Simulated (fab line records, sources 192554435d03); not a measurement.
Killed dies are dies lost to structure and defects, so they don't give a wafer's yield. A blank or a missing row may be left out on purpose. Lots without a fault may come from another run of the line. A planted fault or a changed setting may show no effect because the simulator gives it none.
A struck lot beside a sound one | flow n5_finfet | 14 steps out of a route of 1938
Sound: wafers L383.1, L383.3, L383.6. Struck: wafers L375.4, L375.5. The cause comes at the end.
At each step with rows: each side's tool, then ch and its chambers, then its first start. Under that, the readings that differ: sound wafers | struck wafers | difference of the means | sigmas: that difference in standard deviations of wafers without a fault.
alike: readings whose means differ by less than 2 such deviations, and words and numbers that are the same on both sides. not compared: withheld readings, readings that some wafer has no value for, bounds like >300 that may hide the same value, and numbers for which the record gives no deviation and whose values overlap.
The two part at a step that has a row with sigmas, a row that says differs or no value, or rows on one side only. Numbers that don't overlap but have no deviation are shown without sigmas and don't part them. A reading that every wafer of one side lacks parts them only if that side has two wafers or more.

N5_BEOL_M10_CURE_72: cures SiCOH lowk, time 120 s.
  sound on uv_cure-02 ch 0, day 15 03:37; struck on uv_cure-02 ch 0, day 13 13:25
  alike: lamp_power_pct, wafer_temp_C_max
N5_BEOL_M10_DEGAS_44: time 60 s.
  sound on pvd_sputter-03, day 15 03:59; struck on pvd_sputter-03, day 13 13:40
  alike: heater_power_w
N5_BEOL_M10_PRE_CLEAN_45: time 30 s.
  sound on pvd_sputter-03, day 15 04:02; struck on pvd_sputter-03, day 13 13:42
  alike: heater_power_w
then, 1 step without rows for these wafers: N5_BEOL_M10_ALD_74 (deposits TaN, target thk 2 nm, pulse time 2 s, purge time 3 s).
N5_BEOL_M10_SURFACE_TREAT_76:
  sound on pvd_sputter-02, day 15 04:22; struck on pvd_sputter-02, day 13 14:10
  not compared: throttle_valve_pct
then, 3 steps without rows for these wafers: N5_BEOL_M10_CVD_75 (deposits Co from CCTBA/H2, target thk 2 nm, time 138.9 s); N5_BEOL_M10_SPUTTER_48 (material Cu, target thk 12 nm, time 2 s); N5_BEOL_M10_ECD_50 (material Cu, target thk 318 nm).
N5_BEOL_M10_ANNEAL_51: time 90 s.
  sound on rtp_anneal-02 ch 0, day 15 04:55; struck on rtp_anneal-01 ch 0, day 13 14:55
  reading          | sound             | struck      | difference | sigmas
  wafer_temp_C_max | 227.0 226.3 226.4 | 225.4 225.5 | -1.1       | -2
then, 1 step without rows for these wafers: N5_BEOL_M10_CMP_52 (polishes, stops on SiCOH lowk, t overpolish 7 s, target thk 140 nm).
N5_BEOL_M10_THK_MEAS_53: measures by xrf.
  sound on film_metro-02, day 15 05:31; struck on film_metro-01, day 13 15:23
  alike: M10_THK
then, 1 step without rows for these wafers: N5_BEOL_M10_PRE_CLEAN_55 (time 15 s).
N5_BEOL_M10_DEP_56: deposits SiCN from 3MS/NH3, target thk 15 nm, time 26.5 s.
  sound on pecvd-04 ch 0,1,2, day 15 05:35; struck on pecvd-01 ch 2, day 13 15:29
  reading                                   | sound        | struck    | difference | sigmas
  model.SiCN_of_BEOL_M10_DEP_56.thk_nm (nm) | 14.8 14.8 15 | 11.2 11.2 | -3.7       |
  alike: showerhead_plenum_p_Torr, throttle_valve_pct
N5_BEOL_M10_RS_MEAS_57: measures by four-point-probe.
  sound on film_metro-01, day 15 05:39; struck on film_metro-01, day 13 15:34
  alike: M10_RS

WHERE THEY PART
Only at N5_BEOL_M10_ANNEAL_51, within this record. Later steps at which nothing parts them and some readings are alike: N5_BEOL_M10_THK_MEAS_53, N5_BEOL_M10_DEP_56, N5_BEOL_M10_RS_MEAS_57.

WHY: what the simulator had put in
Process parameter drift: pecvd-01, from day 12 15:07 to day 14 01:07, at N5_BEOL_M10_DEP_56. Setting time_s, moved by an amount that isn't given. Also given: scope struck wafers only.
